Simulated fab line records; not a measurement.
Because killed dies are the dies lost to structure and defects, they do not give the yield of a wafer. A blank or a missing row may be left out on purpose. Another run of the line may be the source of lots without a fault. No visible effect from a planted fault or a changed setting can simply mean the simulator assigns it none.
Matching of chambers + flow n5 finfet + N5_BEOL_M0_SAQP_SPACER2_ETCHBACK_27 on rie diel-06 has 4 sister chambers
The step etches SiO2 in CHF3/O2, target depth 22.5 nm, time 11.25 s. 18 wafers are shown with their chamber, then 9 later ones without.

## WAFERS, EACH WITH ITS CHAMBER
| wafer  | chamber | throttle valve pct (%) | rf vpp V (V) | drypump motor current A (A) |
|--------|---------|------------------------|--------------|-----------------------------|
| L078.2 | 0       | 18.71                  | 528          | 5.0                         |
| L078.4 | 3       | 19.13                  | 517          | 5.5                         |
| L078.5 | 0       | 18.70                  | 528          | 5.0                         |
| L082.1 | 0       | 18.73                  | 527          | 5.0                         |
| L082.3 | 2       | 18.70                  | 535          | 5.5                         |
| L082.4 | 3       | 19.13                  | 518          | 5.5                         |
| L083.1 | 2       | 18.70                  | 534          | 5.5                         |
| L083.2 | 0       | 18.73                  | 528          | 5.0                         |
| L083.4 | 1       | 18.60                  | 522          | 5.7                         |
| L084.3 | 2       | 18.71                  | 535          | 5.5                         |
| L084.5 | 3       | 19.15                  | 518          | 5.6                         |
| L084.6 | 0       | 18.73                  | 528          | 5.0                         |
| L088.2 | 1       | 18.62                  | 521          | 5.6                         |
| L088.3 | 3       | 19.17                  | 517          | 5.6                         |
| L088.6 | 3       | 19.16                  | 518          | 5.5                         |
| L091.3 | 3       | 19.17                  | 518          | 5.5                         |
| L091.4 | 2       | 18.73                  | 535          | 5.5                         |
| L091.6 | 0       | 18.75                  | 527          | 5.0                         |

SIGNATURES (averages over the wafers above)
| reading                 | chamber 0 | chamber 1 | chamber 2 | chamber 3 | scatter within a chamber |
|-------------------------|-----------|-----------|-----------|-----------|--------------------------|
| throttle valve pct      | 18.7250   | 18.6100   | 18.7100   | 19.1517   | 0.017                    |
| rf vpp V                | 527.67    | 521.50    | 534.75    | 517.67    | 0.529                    |
| drypump motor current A | 5.000     | 5.650     | 5.500     | 5.533     | 0.0362                   |
Rule: distance of a wafer from a chamber = root of the sum over the readings of ((wafer's reading minus chamber's mean) / reading's scatter) squared. The wafer belongs to the nearest chamber; if the next one is less than 2 further off, it can't be placed. The scatter: take each reading less its chamber's mean, square it, sum over the shown wafers, divide by the number of wafers less the number of chambers, and take the root.

## WAFERS WHOSE CHAMBER IS MISSING
| wafer  | throttle valve pct (%) | rf vpp V (V) | drypump motor current A (A) |
|--------|------------------------|--------------|-----------------------------|
| L093.1 | 18.65                  | 522          | 5.6                         |
| L093.2 | 19.16                  | 518          | 5.6                         |
| L093.3 | 18.78                  | 528          | 5.0                         |
| L097.1 | 18.74                  | 535          | 5.5                         |
| L097.2 | 19.17                  | 517          | 5.6                         |
| L097.3 | 18.76                  | 528          | 5.0                         |
| L097.4 | 18.65                  | 521          | 5.7                         |
| L097.5 | 18.72                  | 536          | 5.5                         |
| L097.6 | 18.66                  | 521          | 5.6                         |

## WHICH CHAMBER EACH ONE RAN IN
| wafer  | from the rows above | in truth |
|--------|---------------------|----------|
| L093.1 | 1                   | 1        |
| L093.2 | 3                   | 3        |
| L093.3 | 0                   | 0        |
| L097.1 | 2                   | 2        |
| L097.2 | 3                   | 3        |
| L097.3 | 0                   | 0        |
| L097.4 | 1                   | 1        |
| L097.5 | 2                   | 2        |
| L097.6 | 1                   | 1        |
Placed correctly: 9 of 9. From these rows, 0 cannot be placed. 0 placed wrongly.
